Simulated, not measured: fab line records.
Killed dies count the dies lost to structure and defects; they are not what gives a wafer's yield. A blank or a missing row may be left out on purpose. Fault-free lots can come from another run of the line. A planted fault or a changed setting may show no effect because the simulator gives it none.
Matching of chambers -- flow nand_harc -- NHARC_A_WL_FILL_ALD_10 on ald_hk-02: 4 sister chambers
The step deposits SiO2, target thk 50 nm, pulse time 10 s, ald cycles 500. 33 wafers are shown with their chamber, then 12 later ones without.

## WAFERS PAIRED WITH THEIR CHAMBERS
wafer,chamber,heater_power_w (W),precursor_pulse_height_rel
L077.2,0,443,0.980
L077.3,1,383,1.002
L077.1,3,466,0.986
L077.4,2,496,0.964
L077.6,0,442,0.948
L077.5,1,364,0.992
L078.3,1,370,1.049
L078.5,0,456,1.010
L078.6,3,457,1.009
L080.2,3,462,0.988
L080.3,0,450,0.986
L080.4,1,378,1.018
L081.4,0,447,0.976
L081.2,2,519,1.005
L081.5,3,457,0.980
L083.3,1,367,0.996
L083.4,0,443,0.996
L083.1,2,510,1.015
L083.2,3,464,1.031
L083.5,0,444,1.007
L083.6,1,370,0.971
L087.4,0,452,1.027
L087.3,1,379,0.991
L087.1,2,514,1.013
L087.2,3,459,0.999
L087.6,0,444,0.982
L087.5,1,376,1.024
L086.2,2,520,1.007
L086.4,3,465,1.034
L086.1,0,443,0.998
L086.3,1,378,1.022
L086.5,2,491,0.994
L086.6,3,465,0.993

SIGNATURES, as means of the wafers listed above
reading,chamber 0,chamber 1,chamber 2,chamber 3,scatter within a chamber
heater_power_w,446.40,373.89,508.33,461.88,6.85
precursor_pulse_height_rel,0.99100,1.00722,0.99967,1.00250,0.0215
Rule: a wafer lies at a distance from a chamber equal to the root of the sum of squares, over the readings, of (its reading less the chamber's mean, divided by the reading's scatter). If the next closest chamber is less than 2 further off than the closest, the wafer can't be placed; otherwise it belongs to the closest. The scatter: the root of (the sum of the squares of (reading less its chamber's mean) over the shown wafers, divided by (wafers less chambers)).

## WAFERS WITHOUT THEIR CHAMBER
wafer,heater_power_w (W),precursor_pulse_height_rel
L090.1,438,1.016
L090.4,364,1.005
L090.3,459,1.038
L092.3,521,1.023
L092.5,438,1.010
L092.6,379,1.010
L097.2,369,0.978
L097.1,467,0.982
L097.3,495,1.007
L097.4,422,1.025
L097.6,378,0.978
L097.5,489,1.009

## WHICH CHAMBER EACH WENT THROUGH
wafer,from the rows above,in truth
L090.1,can't be placed: 0 or 3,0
L090.4,1,1
L090.3,can't be placed: 3 or 0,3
L092.3,2,2
L092.5,can't be placed: 0 or 3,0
L092.6,1,1
L097.2,1,1
L097.1,can't be placed: 3 or 0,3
L097.3,2,2
L097.4,0,0
L097.6,1,1
L097.5,can't be placed: 2 or 3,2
Placed correctly: 7 of 12. Unplaceable from these rows: 5, with the true chamber sitting among the candidates in 5. Wrongly placed: 0.
